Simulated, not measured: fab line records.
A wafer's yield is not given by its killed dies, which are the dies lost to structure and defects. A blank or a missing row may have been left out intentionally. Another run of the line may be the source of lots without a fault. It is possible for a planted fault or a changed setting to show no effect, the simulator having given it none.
Split-lot trial + flow n5_finfet + 21 wafers read from 7 lots, route of 1938 steps

## ABOUT THE SPLIT
At N5_BEOL_M13_SPUTTER_43 (material TaN, target thk 15 nm, time 24.19 s), the setting time_s was moved away from the recipe's 24.19 s on 6 of the 21 wafers read, by -11.5% to +13.1%. The other wafers ran this setting at the recipe's value.

## FROM THE SPLIT TO THE READING: what the file shows between them, 4 steps
- N5_BEOL_M13_SPUTTER_44: material Ta, target thk 10 nm, time 16.13 s
- N5_BEOL_M13_SPUTTER_45: material Cu, target thk 80 nm, time 13.33 s
- N5_BEOL_M13_ECD_47: material Cu, target thk 936 nm
- N5_BEOL_M13_ANNEAL_48: time 90 s

## THE READING
barrier_field_endpoint_s, in s, at N5_BEOL_M13_CMP_49 (polishes, stops on SiOC, t overpolish 17.1 s, target thk 420 nm). Typical for fault-free wafers on this fab line: 30.4 s, with standard deviation 0.64 s.

| wafer  | tool, chamber at the split | time_s as run, s | against the recipe | barrier_field_endpoint_s, s | against lot-mates on the recipe |
|--------|----------------------------|------------------|--------------------|-----------------------------|---------------------------------|
| L080.1 | pvd_sputter-03, -          | 24.19            | recipe             | 29.8                        | -                               |
| L080.3 | pvd_sputter-03, -          | 27.35            | +13.1%             | 31.6                        | +1.8                            |
| L080.5 | pvd_sputter-03, -          | 27.35            | +13.1%             | 32.4                        | +2.6                            |
| L079.1 | pvd_sputter-01, -          | 24.19            | recipe             | 30.3                        | -                               |
| L079.3 | pvd_sputter-01, -          | 24.19            | recipe             | 29.9                        | -                               |
| L079.6 | pvd_sputter-01, -          | 21.49            | -11.2%             | 28.3                        | -1.8                            |
| L090.3 | pvd_sputter-01, -          | 21.42            | -11.5%             | 28.4                        | -1.5                            |
| L090.4 | pvd_sputter-01, -          | 24.19            | recipe             | 30.4                        | -                               |
| L090.2 | pvd_sputter-01, -          | 24.19            | recipe             | 29.3                        | -                               |
| L093.2 | pvd_sputter-02, -          | 24.19            | recipe             | 30.9                        | -                               |
| L093.1 | pvd_sputter-02, -          | 24.19            | recipe             | 31.8                        | -                               |
| L093.4 | pvd_sputter-02, -          | 24.19            | recipe             | 30.7                        | -                               |
| L095.3 | pvd_sputter-01, -          | 26.87            | +11.1%             | 32.5                        | +2.6                            |
| L095.5 | pvd_sputter-01, -          | 24.19            | recipe             | 30.3                        | -                               |
| L095.6 | pvd_sputter-01, -          | 24.19            | recipe             | 29.5                        | -                               |
| L096.3 | pvd_sputter-02, -          | 24.19            | recipe             | 29.6                        | -                               |
| L096.1 | pvd_sputter-02, -          | 24.19            | recipe             | 30.6                        | -                               |
| L096.5 | pvd_sputter-02, -          | 24.19            | recipe             | 29.6                        | -                               |
| L097.3 | pvd_sputter-03, -          | 24.19            | recipe             | 31.5                        | -                               |
| L097.5 | pvd_sputter-03, -          | 24.19            | recipe             | 30.7                        | -                               |
| L097.6 | pvd_sputter-03, -          | 27.27            | +12.7%             | 33.3                        | +2.2                            |

THE FIT
A straight line over all 21 wafers: barrier_field_endpoint_s changes by +0.171 s for each +1% of time_s; r = +0.85; the points scatter about the line by 0.69 s.
The same after taking each lot's own level away (the mean of its wafers on the recipe; 21 wafers): +0.169 s for each +1%; r = +0.93; scatter 0.44 s.
Per that fit: largest time_s move, reading shift of 2.2 s.
Measured against the standard deviation above, the lots' own levels, which go from 29.80 to 31.13 s, span 2.1 times it.
The two slopes are in agreement: the lot-to-lot level therefore moves the slope only a little.
Check: with one of the wafers moved furthest among these (+13.1%) left out of the fit, the line predicts +2.4 s for it against its lot-mates. Against them it came out at +1.8 s.

## THE WHOLE CHAIN: every reading that the file lists as answering this split, in the file's order
| step                   | what it does                                                    | reading                                                                            | change (the file's fit)              | r (the file's) |
|------------------------|-----------------------------------------------------------------|------------------------------------------------------------------------------------|--------------------------------------|----------------|
| N5_BEOL_M13_SPUTTER_43 | material TaN, target thk 15 nm, time 24.19 s                    | TaN_of_BEOL_M13_SPUTTER_43.thk_nm (the simulator's own value, which no gauge read) | +0.15 nm for each +1% of the setting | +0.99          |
| N5_BEOL_M13_CMP_49     | polishes, stops on SiOC, t overpolish 17.1 s, target thk 420 nm | barrier_field_endpoint_s                                                           | +0.172 s for each +1% of the setting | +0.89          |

## THE FILE'S OWN FIT
barrier_field_endpoint_s changes by +0.172 s for each +1% of time_s, r = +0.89.
